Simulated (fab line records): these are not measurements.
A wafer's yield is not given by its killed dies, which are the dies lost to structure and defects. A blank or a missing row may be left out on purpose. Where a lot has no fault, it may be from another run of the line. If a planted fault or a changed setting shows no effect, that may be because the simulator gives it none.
8D (eight disciplines) problem report, filled in by code / flow nand harc / the parts of the form that need people (team, actions taken, sign-off) are left out

== 1. PROBLEM STATEMENT ==
Wafers without a fault read 100.2 nm, standard deviation 0.86; cd nm at NHARC_A_BLC_CD_MEAS_10 reads a mean of 114.8 nm on 6 wafers belonging to 2 lots. That is +17 standard deviations from the usual mean.
The step: target cd 100 nm.
The first sign was on wafer L380.1 at day 20 20:11, on cd sem-03. At this step, 33 wafers from 11 lots have a number in the record. Rule for "out" (also "out of limits"): further than 4 standard deviations from the usual mean. All remaining wafers that have a number are taken as sound.

== 2. WHAT IT IS, WHAT IT ISN'T ==
question=which readings at this step | is=cd nm | is not=-
question=which lots | is=L376, L380 | is not=L365, L366, L367, L369, L371, L373, L384, L386, L387
question=which wafers of those lots | is=all that have a number | is not=-
question=read on which gauges | is=cd sem-03 | is not=cd sem-01, cd sem-02
question=when | is=from day 20 20:11 | is not=up to then (18 sound wafers); but 9 sound wafers of L384, L386, L387 came after

== 3. SUSPECTS, AND WHAT RULES EACH OUT ==
Counting: a tool at a process step up to the reading stays a suspect if it ran every lot that is out and no sound lot after the first of them.
- the gauge at NHARC_A_BLC_CD_MEAS_10: kept. All the wafers that are out were read on cd sem-03, and no step on other tools shows them out.
- rie diel-07 at NHARC_A_CONTACT_STRIP_26 (strips in O2): kept. It ran every lot that is out, first L380 (day 20 20:07), and no sound lot after that. NHARC_A_CONTACT_STRIP_26: start missing for some lots; hours and lot order therefore follow NHARC_A_BLC_PEB_08.
- litho track-04 at NHARC_A_BLC_PEB_08 (peb time 65 s): kept. Every lot that is out went through it, starting with L380 (day 20 20:07), and after that it ran no sound lot; the last sound lot it ran before then is L373 (day 18 23:14).
Still standing after the count: rie diel-07 at NHARC_A_CONTACT_STRIP_26, litho track-04 at NHARC_A_BLC_PEB_08, cd sem-03 at NHARC_A_BLC_CD_MEAS_10.

== 4. THE CAUSE (what the simulator had put in) ==
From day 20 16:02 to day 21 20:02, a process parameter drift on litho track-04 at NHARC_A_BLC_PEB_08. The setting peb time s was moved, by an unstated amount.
Counting leaves 3 suspects; this tool is one of them.

== 5. THE CHAIN OF EFFECTS, in route order ==
Each row: a reading whose mean over the struck wafers that have a number lies more than 3 standard deviations from the usual. Readings are gone through only where the record gives a usual standard deviation; hours: the median, over the lots, of the time from a lot's start at the first step in this table giving one to that lot's start at this step; sigmas: the change measured in usual standard deviations.
hours=0; step=NHARC_A_BLC_CD_MEAS_10; reading=cd nm; usual=100.2 nm; on struck wafers=114.8; change=+14.6; sigmas=+17
hours=48; step=NHARC_END_SORT_01; reading=killed at array; usual=28; on struck wafers=86; change=+58; sigmas=+5.8
hours=48; step=NHARC_END_SORT_01; reading=killed dies; usual=32; on struck wafers=93; change=+61; sigmas=+6.1

== 6. HOW IT WOULD HAVE BEEN CAUGHT EARLIER ==
The first out-of-limits reading at a measuring or inspecting step in this record came at day 20 20:11, 4 hours after the fault's start at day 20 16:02.
L376, from the lots that are out (2), started NHARC_A_BLC_PEB_08 on litho track-04 later than day 20 20:11. A tool hold placed at that time would have kept it from harm.
